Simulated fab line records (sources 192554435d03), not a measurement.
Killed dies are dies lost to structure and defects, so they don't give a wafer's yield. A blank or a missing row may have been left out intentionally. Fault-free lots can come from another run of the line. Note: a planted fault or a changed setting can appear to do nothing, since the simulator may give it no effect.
Chamber matching ; flow n5_finfet ; N5_BEOL_M3_CO_CAP_55 on cvd_co-01: 3 sister chambers
The step material Co, precursor CCTBA/H2, target thk 2 nm, time 102.1 s. 14 wafers are shown with their chamber, then 6 later ones without.

## EACH WAFER AND ITS CHAMBER
wafer;chamber;heater_power_w (W);susceptor_temp_C (C)
L523.2;1;247;199.93
L523.3;2;215;199.94
L523.5;1;244;199.88
L524.2;0;253;200.13
L524.4;0;249;200.31
L524.6;2;211;199.93
L528.1;1;247;199.85
L528.3;2;217;199.72
L528.5;2;215;199.95
L530.2;2;216;199.94
L530.3;1;249;200.09
L530.4;0;250;200.11
L532.1;1;241;200.10
L532.4;0;247;199.98

SIGNATURES (averages over the wafers above)
reading;chamber 0;chamber 1;chamber 2;scatter within a chamber
heater_power_w;249.75;245.60;214.80;2.68
susceptor_temp_C;200.1325;199.9700;199.8960;0.117
Rule: a wafer's distance from a chamber is the root of the sum, over the readings, of the square of ((its reading less the chamber's mean) divided by the reading's scatter). The wafer belongs to the nearest chamber; if the next one is less than 2 further off, it can't be placed. The scatter: the root of (the sum of the squares of (reading less its chamber's mean) over the shown wafers, divided by (wafers less chambers)).

## WAFERS WITH NO CHAMBER GIVEN
wafer;heater_power_w (W);susceptor_temp_C (C)
L532.5;211;200.16
L539.1;249;200.14
L539.4;217;199.95
L539.5;252;199.97
L541.2;245;199.86
L541.6;249;199.93

## CHAMBER TAKEN BY EACH
wafer;from the rows above;in truth
L532.5;2;2
L539.1;can't be placed: 0 or 1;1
L539.4;2;2
L539.5;can't be placed: 0 or 1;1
L541.2;can't be placed: 1 or 0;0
L541.6;can't be placed: 1 or 0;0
Correct placement for 2 of the 6. Cannot be placed on the basis of these rows: 4; the candidates contain the true chamber in 4. 0 placed wrongly.
